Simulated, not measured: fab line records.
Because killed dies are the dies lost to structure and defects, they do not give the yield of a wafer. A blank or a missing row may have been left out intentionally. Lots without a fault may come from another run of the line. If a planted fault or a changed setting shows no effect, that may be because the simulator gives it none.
Chamber matching ; flow nandHarc ; NHARC_A_STAIRCASE_ALD_415 on aldHk-04 has 4 sister chambers
The step deposits SiO2, target thk 30 nm, pulse time 6 s, ald cycles 300. 14 wafers are shown with their chamber, then 7 later ones without.

== WAFERS, EACH WITH ITS CHAMBER ==
wafer;chamber;heaterPowerW (W);precursorPulseHeightRel
L807.1;1;424;1.002
L807.3;2;381;0.984
L807.6;3;405;1.000
L808.1;1;415;1.010
L808.2;2;390;0.968
L808.4;3;403;1.005
L809.1;2;374;1.014
L809.4;3;417;0.983
L809.5;3;425;0.989
L814.1;0;432;1.036
L814.2;1;409;1.013
L814.4;2;385;0.981
L816.2;3;419;0.984
L816.4;0;438;1.002

SIGNATURES (averages over the wafers above)
reading;chamber 0;chamber 1;chamber 2;chamber 3;scatter within a chamber
heaterPowerW;435.00;416.00;382.50;413.80;7.91
precursorPulseHeightRel;1.01900;1.00833;0.98675;0.99220;0.0147
Rule: a wafer's distance from a chamber is the root of the sum, over the readings, of the square of ((its reading less the chamber's mean) divided by the reading's scatter). If the next closest chamber is less than 2 further off than the closest, the wafer can't be placed; otherwise it belongs to the closest. The scatter: take each reading less its chamber's mean, square it, sum over the shown wafers, divide by the number of wafers less the number of chambers, and take the root.

== WAFERS WHOSE CHAMBER IS MISSING ==
wafer;heaterPowerW (W);precursorPulseHeightRel
L816.6;434;1.015
L820.1;398;0.993
L820.2;424;0.989
L820.4;450;0.980
L824.3;457;0.993
L824.4;423;1.006
L824.5;444;0.961

== WHICH CHAMBER EACH ONE RAN IN ==
wafer;from the rows above;in truth
L816.6;0;0
L820.1;can't be placed: 3 or 2 or 1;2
L820.2;can't be placed: 3 or 1 or 0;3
L820.4;can't be placed: 0 or 3 or 1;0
L824.3;can't be placed: 0 or 1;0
L824.4;can't be placed: 1 or 3 or 0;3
L824.5;can't be placed: 0 or 3 or 1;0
1 of 7 placed correctly. Can't be placed from these rows: 6 (the true chamber is among the candidates in 6). Placed wrongly: 0.
